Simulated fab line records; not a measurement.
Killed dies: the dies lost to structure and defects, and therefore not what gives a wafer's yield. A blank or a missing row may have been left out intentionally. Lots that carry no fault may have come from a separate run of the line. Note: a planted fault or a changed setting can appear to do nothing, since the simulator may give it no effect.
fab line records    flow n5Finfet
record: lots: 24  wafers: 72  lastDay: 17
route steps=1938 shown BEOL_M0_SAQP@634 BEOL_M0_CUTY@708 BEOL_M0@742
lots untouched by any fault: they come from a run of this same line in which no faults occurred
startH: start of the lot's first displayed wafer, in hours after the record's first day    waitH: hours from the lot's prior step to this one    " the same as in the row above    L1.1+2: one row covering several wafers at once    - value missing, or start not given    * or withheld: withheld    < > ~ a bound
route shown NAME@n: NAME is a module with steps in the file, n the number in the route of the first one    usual: mean and standard deviation over wafers with no fault    same: alike in all rows    chamber/n: place in a boat    sites: each site's reading    _std_site: the values' standard deviation    _edge_site: inner sites' mean taken away from outer sites' mean    radiusMm: for every site, how far away it sits from the centre of the wafer    mask NAME#n: copy n    behind: the most recent tool/chamber to have shaped the wafer    hold: what put the lot on hold/how long, in hours/how the hold closed    device: which transistor (n, p or np) failed to switch    end of line: tests of these same wafers at the route's end    a step with no rows: only its recipe    killed: dies lost to structure and defects at the first sort, not the wafer's yield    map: a wafer's dies, marking killed ones x, the rest . and places with no die _
set.NAME: the setting that was run; set.NAME@STEP: the one run at that earlier step    model.NAME: the simulator's own value behind a step, which no gauge read
one table for each step of the route and one row for each wafer, over a sample of lots
services: from which hour (startH, from the record's first day; less than 0 if before it) a tool's chamber was out of use, for how many hours, and why
== steps ==
step: N5_BEOL_M0_SAQP_HM_DEP_02
recipe: material: TiN  targetThkA: 120  tempC: 25  chamberPressurePa: 0.49996
usual: throttleValvePct: 29.8/1.3
lot.wafer  tool           chamber  startH  waitH  throttleValvePct
L074.2     pvdSputter-03  -        106.09  0.2    31.5
L074.5     "              -        "       "      30.1
L074.6     "              -        "       "      31.6
L075.3     pvdSputter-01  -        116.27  1.4    31.3
L075.4     "              -        "       "      30.4
L075.5     "              -        "       "      28.3
L076.2     pvdSputter-01  -        119.76  1.9    30.2
L076.4     "              -        "       "      28.4
L076.6     "              -        "       "      30.2
L077.1     pvdSputter-02  -        123.91  1.1    28.0
L077.3     "              -        "       "      29.6
L077.5     "              -        "       "      29.3
L078.1     pvdSputter-01  -        136.69  2.2    30.5
L078.3     "              -        "       "      28.3
L078.6     "              -        "       "      29.2
L079.1     pvdSputter-02  -        139.31  0.0    29.9
L079.4     "              -        "       "      29.5
L079.6     "              -        "       "      29.6
L080.1     pvdSputter-01  -        143.69  1.4    28.8
L080.3     "              -        "       "      28.5
L080.6     "              -        "       "      28.3
L081.1     pvdSputter-03  -        147.35  2.1    31.4
L081.4     "              -        "       "      32.1
L081.6     "              -        "       "      32.5
L082.1     pvdSputter-01  -        153.79  1.3    28.2
L082.4     "              -        "       "      29.0
L082.6     "              -        "       "      28.5
L083.1     pvdSputter-01  -        157.63  2.2    29.0
L083.2     "              -        "       "      28.6
L083.4     "              -        "       "      31.2
L084.3     pvdSputter-03  -        167.40  2.4    28.4
L084.5     "              -        "       "      29.8
L084.6     "              -        "       "      27.9
L085.2     pvdSputter-02  -        174.94  0.4    29.8
L085.4     "              -        "       "      29.8
L085.6     "              -        "       "      29.5
L086.1     pvdSputter-01  -        178.17  0.6    30.5
L086.2     "              -        "       "      28.4
L086.4     "              -        "       "      29.1
L087.2     pvdSputter-02  -        184.75  1.8    29.0
L087.5     "              -        "       "      29.7
L087.6     "              -        "       "      29.5
L088.2     pvdSputter-03  -        199.08  0.0    31.4
L088.3     "              -        "       "      29.6
L088.5     "              -        "       "      28.0
L089.2     pvdSputter-03  -        202.09  0.0    29.9
L089.3     "              -        "       "      32.1
L089.6     "              -        "       "      29.8
L090.1     pvdSputter-03  -        205.95  0.5    29.4
L090.3     "              -        "       "      31.4
L090.6     "              -        "       "      31.9
L091.4     pvdSputter-01  -        210.94  1.4    30.2
L091.5     "              -        "       "      30.4
L091.6     "              -        "       "      28.4
L092.1     pvdSputter-01  -        214.13  0.7    29.1
L092.4     "              -        "       "      31.3
L092.6     "              -        "       "      30.4
L093.1     pvdSputter-01  -        223.78  2.1    29.0
L093.4     "              -        "       "      31.0
L093.5     "              -        "       "      30.5
L094.2     pvdSputter-03  -        230.35  0.2    31.4
L094.3     "              -        "       "      32.3
L094.4     "              -        "       "      29.9
L095.1     pvdSputter-02  -        236.75  1.4    29.4
L095.3     "              -        "       "      27.8
L095.4     "              -        "       "      29.6
L096.2     pvdSputter-01  -        242.39  1.8    30.5
L096.3     "              -        "       "      31.1
L096.6     "              -        "       "      29.1
L097.1     pvdSputter-03  -        246.93  2.5    31.4
L097.4     "              -        "       "      28.0
L097.5     "              -        "       "      31.3
step: N5_BEOL_M0_SAQP_CD_MEAS_25
recipe: targetCdNm: 13.1  landingEnergyEv: 1000  detector: seInlens
usual: cdNm: 12.77/0.21
lot.wafer  tool      chamber  startH  waitH  cdNm
L074.2     cdSem-03  0        108.56  0.1    12.78
L074.5     "         0        "       "      12.54
L074.6     "         0        "       "      13.10
L075.3     cdSem-01  0        119.36  0.1    12.76
L075.4     "         0        "       "      12.63
L075.5     "         0        "       "      12.60
L076.2     cdSem-03  0        122.25  0.1    12.72
L076.4     "         0        "       "      13.19
L076.6     "         0        "       "      13.19
L077.1     cdSem-01  0        126.45  0.1    12.76
L077.3     "         0        "       "      12.52
L077.5     "         0        "       "      12.43
L078.1     cdSem-02  0        139.14  0.1    12.68
L078.3     "         0        "       "      12.67
L078.6     "         0        "       "      12.60
L079.1     cdSem-02  0        143.21  0.1    12.72
L079.4     "         0        "       "      12.39
L079.6     "         0        "       "      13.01
L080.1     cdSem-02  0        146.28  0.1    12.92
L080.3     "         0        "       "      13.03
L080.6     "         0        "       "      12.50
L081.1     cdSem-03  0        149.88  0.1    13.08
L081.4     "         0        "       "      12.99
L081.6     "         0        "       "      12.69
L082.1     cdSem-03  0        157.18  0.1    12.64
L082.4     "         0        "       "      12.99
L082.6     "         0        "       "      12.86
L083.1     cdSem-03  0        160.64  0.1    12.76
L083.2     "         0        "       "      12.59
L083.4     "         0        "       "      12.94
L084.3     cdSem-01  0        169.89  0.1    12.74
L084.5     "         0        "       "      12.67
L084.6     "         0        "       "      12.61
L085.2     cdSem-03  0        177.52  0.1    12.90
L085.4     "         0        "       "      12.93
L085.6     "         0        "       "      12.94
L086.1     cdSem-01  0        180.69  0.1    12.81
L086.2     "         0        "       "      12.98
L086.4     "         0        "       "      12.86
L087.2     cdSem-01  0        188.32  0.1    12.90
L087.5     "         0        "       "      12.60
L087.6     "         0        "       "      12.72
L088.2     cdSem-01  0        201.55  0.1    12.99
L088.3     "         0        "       "      12.53
L088.5     "         0        "       "      12.80
L089.2     cdSem-03  0        204.70  0.1    12.94
L089.3     "         0        "       "      12.48
L089.6     "         0        "       "      12.65
L090.1     cdSem-01  0        208.32  0.1    12.39
L090.3     "         0        "       "      12.82
L090.6     "         0        "       "      12.86
L091.4     cdSem-02  0        214.90  0.1    12.79
L091.5     "         0        "       "      12.86
L091.6     "         0        "       "      12.56
L092.1     cdSem-03  0        216.47  0.1    12.79
L092.4     "         0        "       "      12.67
L092.6     "         0        "       "      12.84
L093.1     cdSem-01  0        226.28  0.1    12.58
L093.4     "         0        "       "      13.07
L093.5     "         0        "       "      12.67
L094.2     cdSem-02  0        233.51  0.1    12.93
L094.3     "         0        "       "      12.45
L094.4     "         0        "       "      12.82
L095.1     cdSem-02  0        239.45  0.1    12.93
L095.3     "         0        "       "      12.66
L095.4     "         0        "       "      12.75
L096.2     cdSem-03  0        244.74  0.1    12.78
L096.3     "         0        "       "      13.18
L096.6     "         0        "       "      13.00
L097.1     cdSem-02  0        249.51  0.1    12.22
L097.4     "         0        "       "      12.98
L097.5     "         0        "       "      12.93
step: N5_BEOL_M0_SAQP_ETCH_101
recipe: chemistry: CH3F/O2  target: SiNx  maskMaterial: SiO2  targetDepthA: 299  timeS: 42.7  pressureMtorr: 30  sourceW: 395  biasW: 73  Ar_flow_sccm: 150  CH3F_flow_sccm: 30  O2_flow_sccm: 20  ionEnergyEv: 120
usual: drypumpMotorCurrentA: 5.6/0.63  oes_o_777_au: 0.78/0.08  oesProductAu: 0.78/0.083  rfVppV: 296.4/2.9  showerheadPlenumPTorr: 1.99/0.084  throttleValvePct: 16.31/0.17
same: timeS: 42.7
lot.wafer  tool        chamber  startH  waitH  drypumpMotorCurrentA  oes_o_777_au  oesProductAu  rfHoursCounterH  rfVppV  showerheadPlenumPTorr  throttleValvePct
L074.2     rieDiel-03  2        108.60  0.0    5.2                   0.78          0.76          128              296.5   2.09                   16.21
L074.5     "           2        "       "      5.2                   0.77          0.76          -                295.6   2.09                   16.23
L074.6     "           0        "       "      5.4                   0.73          0.72          -                299.3   2.06                   16.28
L075.3     rieDiel-03  2        119.39  0.0    5.1                   0.77          0.77          134              295.3   2.08                   16.23
L075.4     "           3        "       "      5.2                   0.79          0.79          -                296.4   1.85                   16.12
L075.5     "           0        "       "      5.3                   0.73          0.71          -                300.4   2.06                   16.28
L076.2     rieDiel-05  3        122.28  0.0    6.8                   0.80          0.78          127              292.2   1.93                   16.39
L076.4     "           2        "       "      6.2                   0.74          0.72          156              293.7   1.91                   16.45
L076.6     "           0        "       "      4.7                   0.92          0.91          -                293.3   1.96                   16.12
L077.1     rieDiel-03  1        126.49  0.0    5.4                   0.73          0.76          160              300.2   2.08                   16.24
L077.3     "           0        "       "      5.4                   0.72          0.71          214              299.5   2.06                   16.30
L077.5     "           1        "       "      5.5                   0.74          0.75          -                300.4   2.08                   16.23
L078.1     rieDiel-05  3        139.24  0.1    6.8                   0.79          0.78          131              292.9   1.93                   16.40
L078.3     "           2        "       "      6.2                   0.73          0.72          160              293.9   1.91                   16.47
L078.6     "           1        "       "      6.0                   0.68          0.68          -                300.3   1.97                   16.61
L079.1     rieDiel-01  2        143.37  0.2    6.4                   0.76          0.76          171              294.5   2.07                   16.67
L079.4     "           0        "       "      6.0                   0.70          0.69          240              299.0   2.05                   16.56
L079.6     "           0        "       "      6.0                   0.71          0.69          -                298.0   2.05                   16.55
L080.1     rieDiel-05  1        146.32  0.0    6.0                   0.68          0.68          240              298.8   1.96                   16.61
L080.3     "           2        "       "      6.2                   0.73          0.72          163              294.8   1.91                   16.47
L080.6     "           1        "       "      6.0                   0.68          0.68          -                300.1   1.96                   16.61
L081.1     rieDiel-05  0        149.92  0.0    4.7                   0.89          0.88          28               294.1   1.96                   16.11
L081.4     "           1        "       "      6.0                   0.68          0.67          242              301.4   1.96                   16.61
L081.6     "           3        "       "      6.8                   0.79          0.77          -                292.2   1.93                   16.41
L082.1     rieDiel-05  1        157.22  0.0    6.0                   0.68          0.68          244              299.5   1.96                   16.63
L082.4     "           2        "       "      6.2                   0.73          0.72          166              294.6   1.91                   16.47
L082.6     "           3        "       "      6.8                   0.79          0.78          -                292.2   1.93                   16.41
L083.1     rieDiel-01  2        160.84  0.2    6.4                   0.76          0.74          176              296.9   2.07                   16.66
L083.2     "           1        "       "      5.8                   0.92          0.93          24               298.3   2.13                   16.11
L083.4     "           0        "       "      6.0                   0.71          0.69          245              298.3   2.05                   16.57
L084.3     rieDiel-03  0        169.93  0.0    5.4                   0.71          0.70          226              301.5   2.06                   16.31
L084.5     "           3        "       "      5.2                   0.78          0.77          -                294.8   1.85                   16.16
L084.6     "           0        "       "      5.4                   0.72          0.70          -                299.7   2.06                   16.33
L085.2     rieDiel-03  2        177.56  0.0    5.2                   0.76          0.75          150              296.1   2.08                   16.26
L085.4     "           0        "       "      5.4                   0.72          0.70          228              300.6   2.06                   16.30
L085.6     "           0        "       "      5.4                   0.71          0.69          -                300.4   2.06                   16.32
L086.1     rieDiel-05  3        180.74  0.0    6.8                   0.79          0.77          144              290.2   1.93                   16.42
L086.2     "           0        "       "      4.7                   0.88          0.88          38               293.9   1.96                   16.16
L086.4     "           2        "       "      6.2                   0.72          0.71          -                293.0   1.91                   16.49
L087.2     rieDiel-03  3        188.74  0.4    5.2                   0.77          0.77          125              297.6   1.85                   16.17
L087.5     "           0        "       "      5.4                   0.71          0.70          -                300.1   2.06                   16.32
L087.6     "           3        "       "      5.2                   0.77          0.77          -                294.9   1.85                   16.17
L088.2     rieDiel-03  3        201.58  0.0    5.2                   0.77          0.77          130              295.3   1.84                   16.17
L088.3     "           2        "       "      5.1                   0.75          0.74          157              296.6   2.08                   16.28
L088.5     "           0        "       "      5.4                   0.70          0.70          -                299.5   2.05                   16.32
L089.2     rieDiel-05  3        204.83  0.1    6.7                   0.78          0.77          154              291.2   1.92                   16.45
L089.3     "           0        "       "      4.7                   0.86          0.86          48               292.9   1.95                   16.18
L089.6     "           3        "       "      6.7                   0.77          0.76          -                291.8   1.92                   16.46
L090.1     rieDiel-03  3        208.36  0.0    5.2                   0.76          0.76          132              294.8   1.84                   16.18
L090.3     "           1        "       "      5.4                   0.73          0.74          182              301.3   2.07                   16.30
L090.6     "           2        "       "      5.1                   0.75          0.74          -                295.9   2.07                   16.28
L091.4     rieDiel-03  1        214.93  0.0    5.4                   0.72          0.73          184              301.2   2.07                   16.28
L091.5     "           0        "       "      5.4                   0.71          0.69          -                300.0   2.05                   16.33
L091.6     "           3        "       "      5.2                   0.77          0.76          -                296.2   1.84                   16.20
L092.1     rieDiel-01  2        216.57  0.1    6.4                   0.75          0.73          196              297.1   2.06                   16.69
L092.4     "           2        "       "      6.4                   0.74          0.72          -                295.7   2.06                   16.69
L092.6     "           3        "       "      4.9                   0.95          0.95          -                297.4   2.06                   15.97
L093.1     rieDiel-05  3        226.32  0.0    6.7                   0.77          0.76          161              291.6   1.92                   16.45
L093.4     "           1        "       "      6.0                   0.94          0.95          7                298.4   1.96                   16.18
L093.5     "           3        "       "      6.8                   0.77          0.77          -                291.1   1.92                   16.45
L094.2     rieDiel-01  2        233.55  0.0    6.4                   0.74          0.73          202              296.5   2.06                   16.70
L094.3     "           1        "       "      5.8                   0.88          0.89          49               298.0   2.12                   16.15
L094.4     "           3        "       "      4.9                   0.94          0.93          11               295.6   2.06                   16.00
L095.1     rieDiel-05  2        239.58  0.1    6.2                   0.71          0.70          193              295.8   1.90                   16.57
L095.3     "           1        "       "      6.0                   0.92          0.93          11               299.5   1.96                   16.18
L095.4     "           0        "       "      4.7                   0.85          0.85          58               295.2   1.95                   16.19
L096.2     rieDiel-03  3        244.78  0.0    5.2                   0.76          0.75          143              296.1   1.84                   16.20
L096.3     "           0        "       "      5.3                   0.70          0.69          246              299.4   2.05                   16.35
L096.6     "           0        "       "      5.3                   0.70          0.69          -                299.3   2.05                   16.35
L097.1     rieDiel-05  2        249.55  0.0    6.2                   0.71          0.70          196              294.9   1.90                   16.54
L097.4     "           3        "       "      6.8                   0.76          0.76          168              291.0   1.92                   16.47
L097.5     "           0        "       "      4.7                   0.84          0.84          -                294.7   1.95                   16.19
step: N5_BEOL_M0_SAQP_ETCH_107
recipe: chemistry: CH3F/O2  target: SiNx  targetDepthA: 300  maskMaterial: SOC  pressureMtorr: 30  sourceW: 395  biasW: 73  Ar_flow_sccm: 150  CH3F_flow_sccm: 30  O2_flow_sccm: 20  ionEnergyEv: 120
usual: drypumpMotorCurrentA: 5.8/0.64  oes_o_777_au: 0.80/0.095  oesProductAu: 0.80/0.1  rfVppV: 296.4/2.6  showerheadPlenumPTorr: 2.02/0.081  throttleValvePct: 16.33/0.21
lot.wafer  tool        chamber  startH  waitH  drypumpMotorCurrentA  oes_o_777_au  oesProductAu  rfHoursCounterH  rfVppV  showerheadPlenumPTorr  throttleValvePct
L074.2     rieDiel-01  2        109.42  0.0    6.4                   0.77          0.76          159              298.0   2.08                   16.61
L074.5     "           1        "       "      5.8                   0.98          0.98          -                300.0   2.13                   16.08
L074.6     "           2        "       "      6.3                   0.77          0.76          -                294.7   2.08                   16.62
L075.3     rieDiel-03  0        120.12  0.0    5.4                   0.73          0.72          212              300.6   2.06                   16.28
L075.4     "           3        "       "      5.2                   0.79          0.78          -                295.9   1.85                   16.14
L075.5     "           0        "       "      5.4                   0.72          0.72          -                299.5   2.06                   16.29
L076.2     rieDiel-01  2        123.01  0.0    6.3                   0.77          0.76          163              295.9   2.08                   16.62
L076.4     "           0        "       "      6.0                   0.71          0.70          232              298.5   2.05                   16.55
L076.6     "           2        "       "      6.4                   0.77          0.76          -                296.6   2.08                   16.64
L077.1     rieDiel-01  0        127.37  0.0    6.0                   0.72          0.70          233              298.5   2.05                   16.55
L077.3     "           2        "       "      6.4                   0.76          0.76          165              295.7   2.08                   16.64
L077.5     "           1        "       "      5.8                   0.96          0.97          -                300.0   2.13                   16.11
L078.1     rieDiel-01  0        140.17  0.0    6.0                   0.71          0.68          238              298.1   2.05                   16.54
L078.3     "           2        "       "      6.3                   0.76          0.75          169              296.1   2.07                   16.63
L078.6     "           3        "       "      4.9                   0.69          0.66          -                296.2   2.06                   16.41
L079.1     rieDiel-05  3        144.22  0.0    6.8                   0.79          0.79          133              292.0   1.93                   16.40
L079.4     "           0        "       "      4.7                   0.90          0.90          26               294.1   1.96                   16.14
L079.6     "           2        "       "      6.2                   0.73          0.72          -                295.1   1.91                   16.48
L080.1     rieDiel-01  1        147.05  0.0    5.8                   0.94          0.95          19               298.3   2.13                   16.10
L080.3     "           0        "       "      6.0                   0.71          0.69          241              297.6   2.05                   16.57
L080.6     "           2        "       "      6.4                   0.76          0.76          -                295.3   2.07                   16.66
L081.1     rieDiel-05  2        150.65  0.0    6.2                   0.73          0.72          164              294.3   1.91                   16.47
L081.4     "           3        "       "      6.8                   0.79          0.78          135              291.6   1.93                   16.41
L081.6     "           3        "       "      6.8                   0.79          0.78          -                291.0   1.93                   16.41
L082.1     rieDiel-03  3        158.12  0.0    5.2                   0.77          0.78          118              295.0   1.85                   16.14
L082.4     "           0        "       "      5.4                   0.71          0.71          223              299.7   2.06                   16.30
L082.6     "           3        "       "      5.2                   0.78          0.78          -                296.9   1.85                   16.16
L083.1     rieDiel-05  3        161.58  0.0    6.7                   0.79          0.77          139              291.1   1.93                   16.42
L083.2     "           2        "       "      6.2                   0.73          0.71          168              295.3   1.91                   16.46
L083.4     "           1        "       "      6.0                   0.68          0.68          245              300.3   1.96                   16.63
L084.3     rieDiel-01  2        170.66  0.0    6.3                   0.75          0.75          179              295.8   2.07                   16.66
L084.5     "           0        "       "      6.0                   0.69          0.69          -                298.0   2.05                   16.56
L084.6     "           1        "       "      5.8                   0.92          0.93          -                297.3   2.13                   16.12
L085.2     rieDiel-05  2        178.29  0.0    6.1                   0.73          0.72          172              294.3   1.91                   16.51
L085.4     "           3        "       "      6.8                   0.78          0.77          144              291.1   1.93                   16.44
L085.6     "           0        "       "      4.7                   0.88          0.89          -                295.1   1.96                   16.16
L086.1     rieDiel-03  1        181.51  0.0    5.5                   0.73          0.74          175              300.1   2.08                   16.28
L086.2     "           0        "       "      5.4                   0.71          0.70          229              301.8   2.06                   16.31
L086.4     "           3        "       "      5.2                   0.77          0.78          124              296.3   1.85                   16.16
L087.2     rieDiel-01  2        189.48  0.0    6.4                   0.75          0.74          188              296.4   2.07                   16.67
L087.5     "           2        "       "      6.4                   0.75          0.73          -                295.5   2.07                   16.68
L087.6     "           0        "       "      6.0                   0.70          0.68          -                298.0   2.05                   16.58
L088.2     rieDiel-05  3        202.31  0.0    6.8                   0.77          0.78          153              291.1   1.92                   16.45
L088.3     "           2        "       "      6.2                   0.71          0.71          182              293.5   1.91                   16.49
L088.5     "           2        "       "      6.2                   0.71          0.71          -                292.6   1.91                   16.51
L089.2     rieDiel-01  2        205.56  0.0    6.3                   0.75          0.73          192              295.5   2.07                   16.69
L089.3     "           3        "       "      4.9                   0.97          0.98          2                296.1   2.06                   15.98
L089.6     "           1        "       "      5.8                   0.90          0.91          -                298.2   2.12                   16.14
L090.1     rieDiel-03  1        209.09  0.0    5.5                   0.72          0.74          182              299.1   2.07                   16.30
L090.3     "           0        "       "      5.4                   0.70          0.70          236              301.5   2.05                   16.34
L090.6     "           1        "       "      5.4                   0.72          0.74          -                299.8   2.07                   16.28
L091.4     rieDiel-01  3        215.68  0.0    4.8                   0.96          0.97          -                294.9   2.06                   15.97
L091.5     "           2        "       "      6.4                   0.74          0.73          -                295.9   2.06                   16.68
L091.6     "           1        "       "      5.8                   0.89          0.91          -                297.0   2.12                   16.14
L092.1     rieDiel-05  1        217.34  0.0    6.0                   0.95          0.97          4                302.0   1.96                   16.19
L092.4     "           3        "       "      6.8                   0.76          0.76          158              290.5   1.92                   16.46
L092.6     "           3        "       "      6.8                   0.77          0.76          -                292.7   1.92                   16.45
L093.1     rieDiel-05  1        227.05  0.0    6.0                   0.94          0.95          7                298.4   1.96                   16.20
L093.4     "           2        "       "      6.3                   0.71          0.70          190              293.6   1.90                   16.52
L093.5     "           3        "       "      6.8                   0.77          0.76          -                292.1   1.92                   16.45
L094.2     rieDiel-01  0        234.29  0.0    6.0                   1.01          1.01          3                298.5   2.04                   16.13
L094.3     "           3        "       "      4.9                   0.93          0.94          12               295.4   2.06                   16.00
L094.4     "           1        "       "      5.8                   0.89          0.88          49               299.2   2.12                   16.16
L095.1     rieDiel-01  0        240.30  0.0    6.0                   1.00          1.00          5                297.9   2.04                   16.14
L095.3     "           1        "       "      5.8                   0.88          0.88          52               296.8   2.12                   16.18
L095.4     "           2        "       "      6.4                   0.73          0.73          204              296.3   2.06                   16.70
L096.2     rieDiel-05  1        245.50  0.0    6.0                   0.92          0.94          13               301.2   1.96                   16.19
L096.3     "           0        "       "      4.7                   0.85          0.84          60               295.0   1.95                   16.18
L096.6     "           3        "       "      6.8                   0.76          0.76          -                292.0   1.92                   16.46
L097.1     rieDiel-01  0        250.27  0.0    6.0                   0.99          0.99          9                297.8   2.04                   16.14
L097.4     "           1        "       "      5.8                   0.87          0.88          -                298.5   2.12                   16.17
L097.5     "           3        "       "      4.8                   0.92          0.92          -                296.3   2.05                   16.01
step: N5_BEOL_M0_CUTY_CD_MEAS_57
recipe: targetCdNm: 200  landingEnergyEv: 500  detector: seInlens  polarity: line
usual: cdNm: 200.0/0.84
lot.wafer  tool      chamber  startH  waitH  cdNm
L074.2     cdSem-03  0        112.30  -      199.1
L074.5     "         0        "       "      199.5
L074.6     "         0        "       "      199.0
L075.3     cdSem-03  0        123.05  -      200.8
L075.4     "         0        "       "      200.8
L075.5     "         0        "       "      200.4
L076.2     cdSem-03  0        125.63  -      200.3
L076.4     "         0        "       "      200.9
L076.6     "         0        "       "      199.9
L077.1     cdSem-02  0        130.23  -      200.8
L077.3     "         0        "       "      200.3
L077.5     "         0        "       "      200.6
L078.1     cdSem-02  0        144.63  -      201.2
L078.3     "         0        "       "      200.0
L078.6     "         0        "       "      200.4
L079.1     cdSem-02  0        147.17  -      199.0
L079.4     "         0        "       "      199.2
L079.6     "         0        "       "      199.1
L080.1     cdSem-03  0        150.06  -      199.6
L080.3     "         0        "       "      200.3
L080.6     "         0        "       "      199.9
L081.1     cdSem-03  0        153.25  -      199.6
L081.4     "         0        "       "      200.4
L081.6     "         0        "       "      200.4
L082.1     cdSem-03  0        160.88  -      199.2
L082.4     "         0        "       "      200.2
L082.6     "         0        "       "      198.4
L083.1     cdSem-03  0        164.41  -      200.7
L083.2     "         0        "       "      200.6
L083.4     "         0        "       "      201.1
L084.3     cdSem-03  0        173.39  -      199.0
L084.5     "         0        "       "      198.2
L084.6     "         0        "       "      199.1
L085.2     cdSem-02  0        181.79  -      200.4
L085.4     "         0        "       "      200.9
L085.6     "         0        "       "      200.8
L086.1     cdSem-01  0        184.47  -      199.7
L086.2     "         0        "       "      199.7
L086.4     "         0        "       "      200.2
L087.2     cdSem-03  0        193.95  -      199.2
L087.5     "         0        "       "      199.2
L087.6     "         0        "       "      200.3
L088.2     cdSem-01  0        205.70  -      198.7
L088.3     "         0        "       "      199.0
L088.5     "         0        "       "      199.4
L089.2     cdSem-02  0        208.25  -      200.2
L089.3     "         0        "       "      201.1
L089.6     "         0        "       "      199.5
L090.1     cdSem-02  0        211.92  -      200.9
L090.3     "         0        "       "      199.4
L090.6     "         0        "       "      200.2
L091.4     cdSem-03  0        218.37  -      200.3
L091.5     "         0        "       "      200.3
L091.6     "         0        "       "      200.5
L092.1     cdSem-02  0        220.86  -      199.2
L092.4     "         0        "       "      199.1
L092.6     "         0        "       "      199.6
L093.1     cdSem-01  0        229.77  -      198.4
L093.4     "         0        "       "      198.2
L093.5     "         0        "       "      198.5
L094.2     cdSem-01  0        237.20  -      199.2
L094.3     "         0        "       "      200.3
L094.4     "         0        "       "      200.7
L095.1     cdSem-03  0        243.18  -      200.8
L095.3     "         0        "       "      201.5
L095.4     "         0        "       "      200.9
L096.2     cdSem-03  0        248.59  -      199.1
L096.3     "         0        "       "      199.1
L096.6     "         0        "       "      198.8
L097.1     cdSem-01  0        253.42  -      200.3
L097.4     "         0        "       "      199.1
L097.5     "         0        "       "      199.7
step: N5_BEOL_M0_ANNEAL_119
recipe: tempC: 225  timeS: 90  ambient: N2
usual: wafer_temp_C_max: 225.89/0.22
same: timeS: 90
lot.wafer  tool          chamber  startH  waitH  wafer_temp_C_max
L074.2     rtpAnneal-01  0        116.16  0.1    225.96
L074.5     "             0        "       "      225.66
L074.6     "             0        "       "      226.25
L075.3     rtpAnneal-01  0        131.69  0.2    225.44
L075.4     "             0        "       "      225.85
L075.5     "             0        "       "      225.72
L077.1     rtpAnneal-02  0        134.08  0.7    225.92
L077.3     "             0        "       "      226.09
L077.5     "             0        "       "      225.71
L076.2     rtpAnneal-01  0        134.33  0.8    225.77
L076.4     "             0        "       "      225.69
L076.6     "             0        "       "      226.11
L078.1     rtpAnneal-01  0        151.58  0.1    225.77
L078.3     "             0        "       "      225.61
L078.6     "             0        "       "      225.97
L079.1     rtpAnneal-01  0        152.12  0.1    225.89
L079.4     "             0        "       "      225.99
L079.6     "             0        "       "      225.92
L080.1     rtpAnneal-02  0        153.80  0.3    225.65
L080.3     "             0        "       "      225.70
L080.6     "             0        "       "      225.38
L081.1     rtpAnneal-02  0        157.79  0.1    225.89
L081.4     "             0        "       "      225.94
L081.6     "             0        "       "      225.99
L082.1     rtpAnneal-01  0        163.76  0.1    225.88
L082.4     "             0        "       "      226.12
L082.6     "             0        "       "      225.75
L083.1     rtpAnneal-02  0        171.22  0.9    225.77
L083.2     "             0        "       "      225.71
L083.4     "             0        "       "      226.02
L084.3     rtpAnneal-01  0        177.66  0.2    225.93
L084.5     "             0        "       "      225.87
L084.6     "             0        "       "      225.83
L085.2     rtpAnneal-02  0        188.00  0.1    225.99
L085.4     "             0        "       "      226.10
L085.6     "             0        "       "      226.63
L086.1     rtpAnneal-02  0        190.21  0.1    225.85
L086.2     "             0        "       "      225.86
L086.4     "             0        "       "      226.00
L087.2     rtpAnneal-02  0        203.15  0.3    225.97
L087.5     "             0        "       "      225.95
L087.6     "             0        "       "      226.00
L088.2     rtpAnneal-01  0        212.72  0.1    225.90
L088.3     "             0        "       "      226.28
L088.5     "             0        "       "      225.94
L089.2     rtpAnneal-01  0        213.36  0.1    225.61
L089.3     "             0        "       "      225.72
L089.6     "             0        "       "      225.72
L090.1     rtpAnneal-02  0        220.62  0.1    225.74
L090.3     "             0        "       "      226.01
L090.6     "             0        "       "      225.81
L091.4     rtpAnneal-01  0        222.70  0.2    225.65
L091.5     "             0        "       "      226.07
L091.6     "             0        "       "      225.68
L092.1     rtpAnneal-02  0        229.95  0.1    225.93
L092.4     "             0        "       "      225.81
L092.6     "             0        "       "      225.80
L093.1     rtpAnneal-01  0        236.99  0.2    225.59
L093.4     "             0        "       "      225.89
L093.5     "             0        "       "      225.95
L094.2     rtpAnneal-01  0        240.65  0.2    225.73
L094.3     "             0        "       "      225.83
L094.4     "             0        "       "      225.89
L095.1     rtpAnneal-01  0        249.69  0.7    225.96
L095.3     "             0        "       "      225.90
L095.4     "             0        "       "      225.89
L096.2     rtpAnneal-01  0        253.44  0.1    225.70
L096.3     "             0        "       "      225.91
L096.6     "             0        "       "      225.97
L097.1     rtpAnneal-02  0        260.70  0.5    226.00
L097.4     "             0        "       "      226.00
L097.5     "             0        "       "      226.07
== services ==
tool           chamber  startH  hours  kind
rieDiel-03     1        95.95   26.3   repair
rieDiel-05     2        110.34  6.6    repair
pvdSputter-02  -        125.20  3.7    repair
rieDiel-05     -        125.78  2.8    pm
rieDiel-01     3        132.83  3.4    repair
rieDiel-03     -        137.82  2.8    pm
rieDiel-01     0        171.33  5.5    repair
rieDiel-01     3        177.07  -      clean
rieDiel-01     3        177.07  -      consumableReplace:focusRing
rieDiel-01     3        177.07  20.5   scheduledDown
rieDiel-01     3        177.07  20.5   ventCycle
rieDiel-05     1        180.70  -      clean
rieDiel-05     1        180.70  -      consumableReplace:focusRing
rtpAnneal-02   -        194.59  4.1    pm
rieDiel-01     0        197.61  -      clean
rieDiel-01     0        197.61  -      consumableReplace:focusRing
rieDiel-01     0        197.61  26.5   scheduledDown
rieDiel-01     0        197.61  26.5   ventCycle
rieDiel-01     -        202.49  2.8    pm
rieDiel-01     2        247.19  13.3   repair
rieDiel-03     2        251.67  11.3   repair
== key ==
fault none
